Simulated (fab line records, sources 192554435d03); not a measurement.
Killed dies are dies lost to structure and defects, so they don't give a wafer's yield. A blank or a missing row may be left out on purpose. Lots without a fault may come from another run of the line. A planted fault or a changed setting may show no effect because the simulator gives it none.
fab line records | flow n5_finfet | part 1 of 2: steps 1 to 25 of 34
record lots=5 wafers=15 last_day=17
route steps=1938 shown BEOL_M9@1450 BEOL_M10@1470
lots that met no fault: from a run of the same line without faults
start_h: hours from the record's first day to the start of the lot's first wafer shown | wait_h: hours since the lot's step before | " the same as in the row above | L1.1+2: a row that stands for several wafers | - no value, or no start given | * or withheld: withheld | < > ~ a bound
route shown NAME@n: a module of which the file shows steps, and the number in the route of the first | usual: mean/standard deviation of fault-free wafers | same: alike in all rows | chamber/n: place in a boat | sites: the reading at each site | _std_site: their standard deviation | _edge_site: outer sites' mean less inner sites' | radius_mm: how far each site lies from the wafer's centre | mask NAME#n: copy n | behind: the tool/chamber that last shaped the wafer | hold: why the lot was held/for how many hours/how that ended | device: the transistor (n, p or np) that didn't switch | end of line: the same wafers' tests at the end of the route | a step without rows: its recipe alone | killed: dies lost to structure and defects at the first sort, not the wafer's yield | map: a wafer's dies, x killed, . not, _ none there
set.NAME: the setting as run; set.NAME@STEP: as run at that earlier step | model.NAME: the simulator's own value behind a step, which no gauge read
lots at some steps of the route; a table a step, a row a wafer
services: from which hour (start_h, from the record's first day; less than 0 if before it) a tool's chamber was out of use, for how many hours, and why
## steps
# step N5_BEOL_M9_HM_STRIP_39
# recipe chemistry=peroxide_tin_strip material=TiN target_depth_a=250 temp_c=50 time_s=158
# columns lot.wafer tool chamber start_h wait_h
L077.2+4+6 wet_bench-04 4,6,0 237.39 0.0
L083.1+4+5 wet_bench-01 7,2,6 263.43 0.0
L088.1+4+6 wet_bench-04 7,6,4 296.52 0.0
L094.1+3+4 wet_bench-01 4,3,5 328.81 0.0
L095.3+5+6 wet_bench-04 6,5,2 346.36 0.0
# step N5_BEOL_M9_SRD_40
# recipe time_s=30 temp_c=23 rinse_liquid=diw dry=ipa_marangoni
# columns lot.wafer tool chamber start_h wait_h
L077.2+4+6 wet_bench-04 4,6,0 237.44 0.0
L083.1+4+5 wet_bench-01 7,2,6 263.47 0.0
L088.1+4+6 wet_bench-04 7,6,4 296.56 0.0
L094.1+3+4 wet_bench-01 4,3,5 328.86 0.0
L095.3+5+6 wet_bench-04 6,5,2 346.40 0.0
# step N5_BEOL_M9_PRECLEAN_42
# recipe chemistry=residue_remover time_s=60 temp_c=40
# columns lot.wafer tool chamber start_h wait_h
L077.2+4+6 wet_bench-04 4,6,0 237.45 0.0
L083.1+4+5 wet_bench-01 7,2,6 263.49 0.0
L088.1+4+6 wet_bench-04 7,6,4 296.58 0.0
L094.1+3+4 wet_bench-01 4,3,5 328.88 0.0
L095.3+5+6 wet_bench-04 6,5,2 346.42 0.0
# step N5_BEOL_M9_SRD_43
# recipe time_s=30 temp_c=23 rinse_liquid=diw dry=ipa_marangoni
# columns lot.wafer tool chamber start_h wait_h
L077.2+4+6 wet_bench-04 4,6,0 237.47 0.0
L083.1+4+5 wet_bench-01 7,2,6 263.51 0.0
L088.1+4+6 wet_bench-04 7,6,4 296.60 0.0
L094.1+3+4 wet_bench-01 4,3,5 328.90 0.0
L095.3+5+6 wet_bench-04 6,5,2 346.44 0.0
# step N5_BEOL_M9_CD_MEAS_35
# recipe target_cd_nm=70 target_cd_y_nm=40 polarity=opening
# usual cd_nm=70.1/0.57
# columns lot.wafer tool chamber start_h wait_h cd_nm
L077.2 cd_sem-02 - 237.51 0.0 69.7
L077.4 " - " " 70.2
L077.6 " - " " 70.0
L083.1 cd_sem-03 - 263.55 0.0 70.4
L083.4 " - " " 70.0
L083.5 " - " " 69.8
L088.1 cd_sem-03 - 296.63 0.0 68.9
L088.4 " - " " 69.6
L088.6 " - " " 70.4
L094.1 cd_sem-02 - 328.94 0.0 70.7
L094.3 " - " " 70.6
L094.4 " - " " 71.0
L095.3 cd_sem-01 - 346.48 0.0 70.1
L095.5 " - " " 70.5
L095.6 " - " " 70.7
# step N5_BEOL_M9_CURE_72
# recipe temp_c=370 time_s=120 ambient=DMADMS/He material=SiCOH_lowk
# usual lamp_power_pct=52.32/0.053 wafer_temp_C_max=371.7/0.48
# columns lot.wafer tool chamber start_h wait_h lamp_power_pct wafer_temp_C_max
L077.2 uv_cure-02 1 237.60 0.1 52.38 371.2
L077.4 " 1 " " 52.37 371.4
L077.6 " 1 " " 52.31 371.3
L083.1 uv_cure-01 2 263.59 0.0 52.42 372.1
L083.4 " 2 " " 52.33 371.7
L083.5 " 2 " " 52.26 371.7
L088.1 uv_cure-03 2 296.68 0.0 52.38 372.7
L088.4 " 2 " " 52.37 372.6
L088.6 " 2 " " 52.32 372.6
L094.1 uv_cure-02 0 328.98 0.0 52.30 371.3
L094.3 " 0 " " 52.24 371.9
L094.4 " 0 " " 52.31 371.5
L095.3 uv_cure-03 1 346.62 0.1 52.29 371.0
L095.5 " 1 " " 52.33 371.2
L095.6 " 1 " " 52.24 371.5
# step N5_BEOL_M9_DEGAS_44
# recipe ambient=vacuum temp_c=250 time_s=60
# usual heater_power_w=342/29
# columns lot.wafer tool chamber start_h wait_h heater_power_w
L077.2 pvd_sputter-03 - 239.39 1.7 281
L077.4 " - " " 311
L077.6 " - " " 285
L083.1 pvd_sputter-03 - 264.75 1.1 322
L083.4 " - " " 276
L083.5 " - " " 351
L088.1 pvd_sputter-01 - 297.36 0.6 290
L088.4 " - " " 375
L088.6 " - " " 297
L094.1 pvd_sputter-02 - 329.43 0.4 334
L094.3 " - " " 351
L094.4 " - " " 374
L095.3 pvd_sputter-03 - 346.92 0.2 274
L095.5 " - " " 348
L095.6 " - " " 356
# step N5_BEOL_M9_PRE_CLEAN_45
# recipe gas=H2/He time_s=30 temp_c=250
# usual heater_power_w=342/28
# columns lot.wafer tool chamber start_h wait_h heater_power_w
L077.2 pvd_sputter-03 - 239.43 0.0 280
L077.4 " - " " 320
L077.6 " - " " 283
L083.1 pvd_sputter-03 - 264.79 0.0 317
L083.4 " - " " 286
L083.5 " - " " 351
L088.1 pvd_sputter-01 - 297.40 0.0 292
L088.4 " - " " 367
L088.6 " - " " 302
L094.1 pvd_sputter-02 - 329.47 0.0 339
L094.3 " - " " 347
L094.4 " - " " 374
L095.3 pvd_sputter-03 - 346.96 0.0 292
L095.5 " - " " 339
L095.6 " - " " 353
# step N5_BEOL_M9_ALD_74
# recipe material=TaN target_thk_a=20 temp_c=275 ald_precursor_family=PDMAT ald_co_reactant=NH3 pressure_torr=3 carrier_flow_sccm=1500 pulse_time_s=2 purge_time_s=3 co_reactant_purge_time_s=2 co_reactant_pulse_time_s=3 ald_cycles=40 precursor_vessel_temp_c=75 precursor_vessel_pressure_torr=26.25 precursor_vessel_carrier_sccm=1000
# usual heater_power_outer_w=249/30 heater_power_w=426/41
# same co_reactant_pulse_time_s=3
# columns lot.wafer tool chamber start_h wait_h heater_power_outer_w heater_power_w
L077.2 ald_metal-03 2 239.49 0.0 259 474
L077.4 " 3 " " 239 396
L077.6 " 0 " " 184 353
L083.1 ald_metal-04 1 264.85 0.0 223 370
L083.4 " 2 " " 236 431
L083.5 " 2 " " 241 423
L088.1 ald_metal-02 2 297.46 0.0 254 476
L088.4 " 3 " " 313 473
L088.6 " 3 " " 299 484
L094.1 ald_metal-03 0 329.53 0.0 186 361
L094.3 " 2 " " 260 462
L094.4 " 3 " " 245 387
L095.3 ald_metal-03 2 347.04 0.1 254 474
L095.5 " 0 " " 182 354
L095.6 " 1 " " 274 415
# step N5_BEOL_M9_SURFACE_TREAT_79
# recipe gas=Ar time_s=* ion_energy_ev=* ion_current_ma_cm2=0.5 pressure_mtorr=* ar_flow_sccm=30
# usual throttle_valve_pct=*
# columns lot.wafer tool chamber start_h wait_h throttle_valve_pct
L077.2 pvd_sputter-03 - 239.83 0.2 *
L077.4 " - " " *
L077.6 " - " " *
L083.1 pvd_sputter-02 - 265.14 0.2 *
L083.4 " - " " *
L083.5 " - " " *
L088.1 pvd_sputter-01 - 297.76 0.2 *
L088.4 " - " " *
L088.6 " - " " *
L094.1 pvd_sputter-03 - 329.84 0.2 *
L094.3 " - " " *
L094.4 " - " " *
L095.3 pvd_sputter-03 - 347.48 0.3 *
L095.5 " - " " *
L095.6 " - " " *
# step N5_BEOL_M9_CVD_78
# recipe material=Co target_thk_a=20 temp_c=withheld precursor=CCTBA/H2 pressure_torr=30 time_s=138.9
# columns lot.wafer tool chamber start_h wait_h
L077.2+4+6 cvd_co-02 0,1,2 239.89 0.0
L083.1+4+5 cvd_co-02 0,1,2 265.25 0.1
L088.1+4+6 cvd_co-02 0,1,2 297.82 0.0
L094.1+3+4 cvd_co-01 0,1,0 329.90 0.0
L095.3+5+6 cvd_co-02 1,0,2 347.54 0.0
# step N5_BEOL_M9_SPUTTER_48
# recipe material=Cu target_thk_a=120 temp_c=-20 bias_v=60 power_w=26000 chamber_pressure_pa=0.13 time_s=2
# usual throttle_valve_pct=29.7/1.3
# columns lot.wafer tool chamber start_h wait_h throttle_valve_pct
L077.2 pvd_sputter-03 - 240.15 0.2 30.7
L077.4 " - " " 28.7
L077.6 " - " " 28.8
L083.1 pvd_sputter-03 - 265.37 0.1 30.8
L083.4 " - " " 28.5
L083.5 " - " " 28.3
L088.1 pvd_sputter-01 - 297.96 0.1 30.4
L088.4 " - " " 29.1
L088.6 " - " " 31.5
L094.1 pvd_sputter-03 - 330.06 0.1 28.5
L094.3 " - " " 28.2
L094.4 " - " " 30.6
L095.3 pvd_sputter-03 - 347.68 0.1 28.0
L095.5 " - " " 28.2
L095.6 " - " " 30.9
# step N5_BEOL_M9_ECD_50
# recipe material=Cu target_thk_a=3180
# columns lot.wafer tool chamber start_h wait_h
L077.2+4+6 ecd_cu-01 0,1,1 240.27 0.1
L083.1+4+5 ecd_cu-02 0 265.49 0.1
L088.1+4+6 ecd_cu-02 1 298.08 0.1
L094.1+3+4 ecd_cu-02 0,0,1 330.17 0.1
L095.3+5+6 ecd_cu-01 1,1,0 347.82 0.1
# step N5_BEOL_M9_ANNEAL_51
# recipe temp_c=225 time_s=90 ambient=N2
# usual wafer_temp_C_max=226.10/0.24
# columns lot.wafer tool chamber start_h wait_h wafer_temp_C_max
L077.2 rtp_anneal-01 0 240.42 0.1 226.09
L077.4 " 0 " " 226.26
L077.6 " 0 " " 226.02
L083.1 rtp_anneal-02 0 265.60 0.1 226.01
L083.4 " 0 " " 225.87
L083.5 " 0 " " 225.81
L088.1 rtp_anneal-01 0 299.02 0.9 225.95
L088.4 " 0 " " 226.21
L088.6 " 0 " " 225.94
L094.1 rtp_anneal-01 0 330.33 0.1 225.96
L094.3 " 0 " " 226.02
L094.4 " 0 " " 226.18
L095.3 rtp_anneal-02 0 347.99 0.1 226.29
L095.5 " 0 " " 226.00
L095.6 " 0 " " 225.97
# step N5_BEOL_M9_CMP_52
# recipe stop_on=SiCOH_lowk t_overpolish_s=7 down_force_psi=1 platen_rpm=50 clearing_platen_down_force_psi=1.5 clearing_platen_rpm=50 post_cmp_clean=cu_alkaline target_thk_nm=140 clearing_platen_pad_velocity_m_s=0.99484 pad_velocity_m_s=0.99484
# usual barrier_field_endpoint_s=29.0/0.81 clearing_platen_down_force_psi=1.500/0.0035 motor_current_A=6.1/0.57 overpolish_run_s=6.998/0.0093 time_to_endpoint_s=67/3.1
# columns lot.wafer tool chamber start_h wait_h barrier_field_endpoint_s clearing_platen_down_force_psi motor_current_A overpolish_run_s time_to_endpoint_s
L077.2 cmp-02 1 240.69 0.2 28.4 1.495 5.6 7.011 64
L077.4 " 2 " " 29.3 1.505 6.4 7.007 71
L077.6 " 1 " " 28.0 1.498 5.7 6.986 64
L083.4 cmp-04 2 266.24 0.3 28.6 1.509 6.1 7.016 69
L083.1 " 3 " " 30.3 1.501 5.7 6.995 73
L083.5 " 1 " " 28.6 1.499 4.8 6.991 66
L088.1 cmp-01 1 299.32 0.3 28.8 1.497 6.4 7.004 66
L088.4 " 2 " " 30.5 1.503 6.1 6.992 70
L088.6 " 1 " " 29.4 1.494 6.6 6.988 65
L094.3 cmp-02 0 330.62 0.2 29.6 1.503 5.8 7.004 73
L094.1 " 1 " " 29.1 1.500 5.5 7.000 67
L094.4 " 2 " " 30.9 1.500 6.1 6.999 70
L095.3 cmp-01 3 348.30 0.3 28.7 1.503 6.6 7.007 71
L095.6 " 2 " " 28.1 1.499 6.0 6.997 65
L095.5 " 3 " " 28.1 1.501 6.1 7.006 68
# step N5_BEOL_M9_THK_MEAS_53
# recipe thk_meas_gauge=xrf reads=Cu_of_BEOL_M9_ECD_50
# usual M9_THK=139.8/2.7
# columns lot.wafer tool chamber start_h wait_h M9_THK[nm]
L077.2 film_metro-01 - 240.98 - 135.0
L077.4 " - " " 135.1
L077.6 " - " " 134.1
L083.1 film_metro-02 - 266.46 - 139.8
L083.4 " - " " 146.1
L083.5 " - " " 143.7
L088.1 film_metro-01 - 299.61 - 140.7
L088.4 " - " " 136.5
L088.6 " - " " 138.9
L094.1 film_metro-02 - 330.92 - 143.2
L094.3 " - " " 137.5
L094.4 " - " " 138.5
L095.3 film_metro-02 - 348.56 - 134.7
L095.5 " - " " 134.9
L095.6 " - " " 141.4
# step N5_BEOL_M9_PRE_CLEAN_55
# recipe gas=NH3 time_s=15 temp_c=withheld rf_power_w=300
# columns lot.wafer tool chamber start_h wait_h
L077.2+4+6 pecvd-01 1,0,1 241.02 0.0
L083.1+4+5 pecvd-04 2,2,1 266.50 0.0
L088.1+4+6 pecvd-01 1,1,0 299.65 0.0
L094.1+3+4 pecvd-03 2,1,2 330.96 0.0
L095.3+5+6 pecvd-03 2,1,0 348.60 0.0
# step N5_BEOL_M9_DEP_56
# recipe material=SiCN target_thk_a=150 temp_c=withheld precursor=3MS/NH3 pressure_torr=3 rf_w=202 time_s=26.5
# usual showerhead_plenum_p_Torr=3.674/0.017 showerhead_vpp_V=880/36 throttle_valve_pct=9.1/0.54
# columns lot.wafer tool chamber start_h wait_h showerhead_plenum_p_Torr showerhead_vpp_V throttle_valve_pct
L077.2 pecvd-01 1 241.04 0.0 3.676 926 9.1
L077.4 " 0 " " 3.659 801 9.5
L077.6 " 1 " " 3.675 935 9.0
L083.1 pecvd-04 2 266.52 0.0 3.665 873 8.5
L083.4 " 2 " " 3.660 847 8.6
L083.5 " 1 " " 3.685 897 8.7
L088.1 pecvd-01 1 299.68 0.0 3.684 918 8.9
L088.4 " 1 " " 3.687 941 8.9
L088.6 " 0 " " 3.657 810 9.5
L094.1 pecvd-03 2 330.99 0.0 3.659 861 8.4
L094.3 " 1 " " 3.685 918 9.5
L094.4 " 2 " " 3.661 865 8.4
L095.3 pecvd-03 2 348.62 0.0 3.651 858 8.4
L095.5 " 1 " " 3.692 898 9.7
L095.6 " 0 " " 3.693 856 9.6
# step N5_BEOL_M9_RS_MEAS_57
# recipe thk_meas_gauge=four-point-probe reads=Cu_of_BEOL_M9_ECD_50+Co_of_BEOL_M9_CVD_78+TaN_of_BEOL_M9_ALD_74
# usual M9_RS=0.151/0.0031
# columns lot.wafer tool chamber start_h wait_h M9_RS[ohm/sq]
L077.2 film_metro-01 - 241.12 0.1 0.158
L077.4 " - " " 0.159
L077.6 " - " " 0.159
L083.1 film_metro-02 - 266.60 0.1 0.153
L083.4 " - " " 0.146
L083.5 " - " " 0.149
L088.1 film_metro-02 - 299.75 0.1 0.150
L088.4 " - " " 0.155
L088.6 " - " " 0.153
L094.1 film_metro-01 - 331.06 0.1 0.146
L094.3 " - " " 0.153
L094.4 " - " " 0.152
L095.3 film_metro-01 - 348.70 0.1 0.157
L095.5 " - " " 0.156
L095.6 " - " " 0.149
# step N5_BEOL_M9_INSPECT_58
# recipe inspect_instrument=darkfield mode=post_dep
# usual raw_defect_count=70/21
# columns lot.wafer tool chamber start_h wait_h raw_defect_count
L077.2 defect_inspect-02 - 241.14 0.0 75
L077.4 " - " " 103
L077.6 " - " " 52
L083.1 defect_inspect-01 - 266.62 0.0 86
L083.4 " - " " 87
L083.5 " - " " 64
L088.1 defect_inspect-02 - 299.77 0.0 62
L088.4 " - " " 91
L088.6 " - " " 78
L094.1 defect_inspect-01 - 331.08 0.0 46
L094.3 " - " " 49
L094.4 " - " " 79
L095.3 defect_inspect-02 - 348.72 0.0 81
L095.5 " - " " 112
L095.6 " - " " 77
# step N5_BEOL_M10_ILD_DEP_00
# recipe material=SiCOH_lowk target_thk_a=3085.1 temp_c=300 precursor=DEMS/porogen pressure_torr=5 rf_w=500 time_s=58
# usual heater_power_outer_w=151/47 heater_power_w=316/64 showerhead_plenum_p_Torr=5.748/0.018 showerhead_vpp_V=1383/33 throttle_valve_pct=14.0/0.76
# columns lot.wafer tool chamber start_h wait_h heater_power_outer_w heater_power_w showerhead_plenum_p_Torr showerhead_vpp_V throttle_valve_pct
L077.2 pecvd-03 2 241.18 0.0 123 288 5.744 1359 12.8
L077.4 " 2 " " 131 291 5.733 1362 12.7
L077.6 " 0 " " 193 361 5.764 1371 14.4
L083.1 pecvd-04 2 266.66 0.0 156 348 5.731 1343 13.1
L083.4 " 0 " " 99 245 5.723 1402 14.8
L083.5 " 1 " " 201 379 5.767 1369 13.3
L088.1 pecvd-04 0 299.81 0.0 101 245 5.728 1441 14.9
L088.4 " 2 " " 168 370 5.731 1372 13.2
L088.6 " 1 " " 168 331 5.761 1382 13.3
L094.1 pecvd-02 0 331.12 0.0 232 436 5.762 1372 13.7
L094.3 " 2 " " 105 276 5.728 1360 13.8
L094.4 " 0 " " 249 445 5.758 1376 13.7
L095.3 pecvd-04 0 348.76 0.0 129 292 5.724 1400 14.3
L095.5 " 1 " " 177 348 5.766 1430 13.3
L095.6 " 2 " " 116 297 5.744 1372 12.9
# step N5_BEOL_M10_CURE_71
# recipe temp_c=385 time_s=240 ambient=He/Ar material=SiCOH_lowk
# usual lamp_power_pct=52.31/0.053 wafer_temp_C_max=386.9/0.63
# columns lot.wafer tool chamber start_h wait_h lamp_power_pct wafer_temp_C_max
L077.2 uv_cure-03 0 241.34 0.1 52.34 386.7
L077.4 " 0 " " 52.28 386.9
L077.6 " 0 " " 52.37 388.0
L083.1 uv_cure-01 1 266.74 0.0 52.43 388.0
L083.4 " 1 " " 52.31 388.1
L083.5 " 1 " " 52.34 388.2
L088.1 uv_cure-02 2 300.04 0.2 52.23 386.6
L088.4 " 2 " " 52.30 387.2
L088.6 " 2 " " 52.25 386.5
L094.1 uv_cure-01 0 331.46 0.3 52.26 386.0
L094.3 " 0 " " 52.23 386.1
L094.4 " 0 " " 52.33 386.3
L095.3 uv_cure-03 2 349.07 0.3 52.36 387.4
L095.5 " 2 " " 52.28 387.9
L095.6 " 2 " " 52.33 387.7
# step N5_BEOL_M10_THK_MEAS_01
# recipe reads=SiCOH_lowk_of_BEOL_M10_ILD_DEP_00
# usual M10_ILD_THK=267/3.3
# columns lot.wafer tool chamber start_h wait_h M10_ILD_THK[nm]
L077.2 film_metro-02 - 241.77 0.4 264
L077.4 " - " " 268
L077.6 " - " " 269
L083.1 film_metro-01 - 267.73 0.8 266
L083.4 " - " " 271
L083.5 " - " " 274
L088.1 film_metro-01 - 300.55 0.4 268
L088.4 " - " " 268
L088.6 " - " " 268
L094.1 film_metro-01 - 331.98 0.4 264
L094.3 " - " " 264
L094.4 " - " " 270
L095.3 film_metro-02 - 349.42 0.3 269
L095.5 " - " " 273
L095.6 " - " " 269
# step N5_BEOL_M10_PECVD_70
# recipe material=SiO2 target_thk_a=200 temp_c=400 precursor=TEOS/O2 pressure_torr=5.5 rf_w=450 teos_flow_sccm=53.8 gas=O2 flow_sccm=3000 time_s=22.7
# usual heater_power_outer_w=435/73 heater_power_w=727/95 showerhead_plenum_p_Torr=8.82/0.074 showerhead_vpp_V=1309/32 throttle_valve_pct=22.4/1.3
# columns lot.wafer tool chamber start_h wait_h heater_power_outer_w heater_power_w showerhead_plenum_p_Torr showerhead_vpp_V throttle_valve_pct
L077.2 pecvd-03 1 241.81 0.0 426 705 8.92 1346 24.1
L077.4 " 1 " " 426 719 8.92 1357 24.2
L077.6 " 0 " " 457 722 8.91 1280 23.3
L083.1 pecvd-02 1 267.77 0.0 348 553 8.82 1348 24.2
L083.4 " 2 " " 380 690 8.79 1289 22.0
L083.5 " 0 " " 599 954 8.83 1291 22.0
L088.1 pecvd-04 1 300.59 0.0 499 782 8.88 1320 21.4
L088.4 " 1 " " 491 789 8.88 1333 21.6
L088.6 " 0 " " 353 625 8.72 1335 24.0
L094.1 pecvd-04 0 332.01 0.0 326 600 8.72 1345 23.9
L094.3 " 2 " " 413 725 8.75 1306 21.1
L094.4 " 2 " " 414 731 8.76 1275 21.3
L095.3 pecvd-04 2 349.46 0.0 399 721 8.76 1283 21.1
L095.5 " 0 " " 372 664 8.72 1342 24.1
L095.6 " 2 " " 409 729 8.76 1287 21.1
# step N5_BEOL_M10_HM_DEP_02
# recipe material=TiN target_thk_a=200 temp_c=25 chamber_pressure_pa=0.49996
# usual throttle_valve_pct=29.9/1.3
# columns lot.wafer tool chamber start_h wait_h throttle_valve_pct
L077.2 pvd_sputter-01 - 243.71 1.9 27.9
L077.4 " - " " 30.5
L077.6 " - " " 28.9
L083.1 pvd_sputter-03 - 268.54 0.8 28.4
L083.4 " - " " 28.3
L083.5 " - " " 28.6
L088.1 pvd_sputter-03 - 301.91 1.3 28.7
L088.4 " - " " 28.7
L088.6 " - " " 30.8
L094.1 pvd_sputter-01 - 332.90 0.9 27.5
L094.3 " - " " 29.0
L094.4 " - " " 27.9
L095.3 pvd_sputter-01 - 349.53 0.1 31.7
L095.5 " - " " 30.2
L095.6 " - " " 31.8
